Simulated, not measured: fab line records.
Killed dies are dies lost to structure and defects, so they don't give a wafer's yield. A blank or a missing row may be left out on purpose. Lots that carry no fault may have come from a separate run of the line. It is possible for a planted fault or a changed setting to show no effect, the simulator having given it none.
Problem report, 8D (eight disciplines) form, completed by code -- flow nand_harc -- the parts of the form that need people (team, actions taken, sign-off) are left out

== 1. THE PROBLEM ==
Wafers without a fault read 56, standard deviation 20; killed_at_array at NHARC_END_SORT_01 reads a mean of 602 on 9 wafers belonging to 3 lots. That is +27 standard deviations from the usual mean.
Seen first at day 30 22:01 on prober-01, wafer L880.1. The record holds 9 wafers of 3 lots with a number at this step. Rule for "out", or "out of limits": more than 4 standard deviations from the usual mean. Any other wafer with a number is counted as sound.

== 2. WHAT IT IS, WHAT IT ISN'T ==
question,is,is not
which readings at this step,"killed_at_array, killed_dies","killed_at_periphery, killed_open, killed_short"
which lots,"L879, L880, L881",-
which wafers of those lots,all that have a number,-
read on which gauges,"prober-01, prober-02",-
when,from day 30 22:01,up to then (0 sound wafers)

== 3. SUSPECTS, AND WHAT RULES EACH OUT ==
Counting: any tool at a process step up to the reading is kept as a suspect provided that every lot that is out went through it and no sound lot did after the first of them.
- ruled out: the gauge at NHARC_END_SORT_01. Those wafers that are out were read across 2 gauges (prober-01, prober-02).
- acl_dep-02 at NHARC_A_CHANNEL_HOLE_D1_DEP_00 (deposits aC, target thk 3100 nm): kept. It ran every lot that is out, first L880 (day 15 02:52), and no sound lot after that.
Left after counting: acl_dep-02 at NHARC_A_CHANNEL_HOLE_D1_DEP_00.

== 4. THE CAUSE (what the simulator had put in) ==
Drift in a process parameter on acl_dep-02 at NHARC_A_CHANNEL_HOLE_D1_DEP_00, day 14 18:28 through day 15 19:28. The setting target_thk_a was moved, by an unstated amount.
Only this tool survived the counting.

== 5. THE EFFECT CHAIN, in route order ==
One row per reading whose mean, taken over the struck wafers that have a number, lies over 3 standard deviations from the usual. Only readings for which the record gives a usual standard deviation are gone through. hours: the time from each lot's start at the first step in this table that gives one to its start at this step, as a median over the lots. sigmas: the change in usual standard deviations.
hours,step,reading,usual,on struck wafers,change,sigmas
0,NHARC_END_SORT_01,killed_at_array,56,602,+546,+27
0,NHARC_END_SORT_01,killed_dies,61,606,+545,+26

== 6. WHAT WOULD HAVE CAUGHT IT SOONER ==
Counted from the fault's start at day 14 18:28, it took 388 hours until the first out-of-limits reading at a measuring or inspecting step in this record, taken at day 30 22:01.
Tool readings at NHARC_A_CHANNEL_HOLE_D1_DEP_00 with a usual standard deviation given in the record: none out on any struck wafer, hence no alarm at a limit of 4 standard deviations on them.
By day 30 22:01 the whole set of lots that are out, 3 in number, had already begun NHARC_A_CHANNEL_HOLE_D1_DEP_00 on acl_dep-02. Had the tool been put on hold then, not one of them would have been saved.
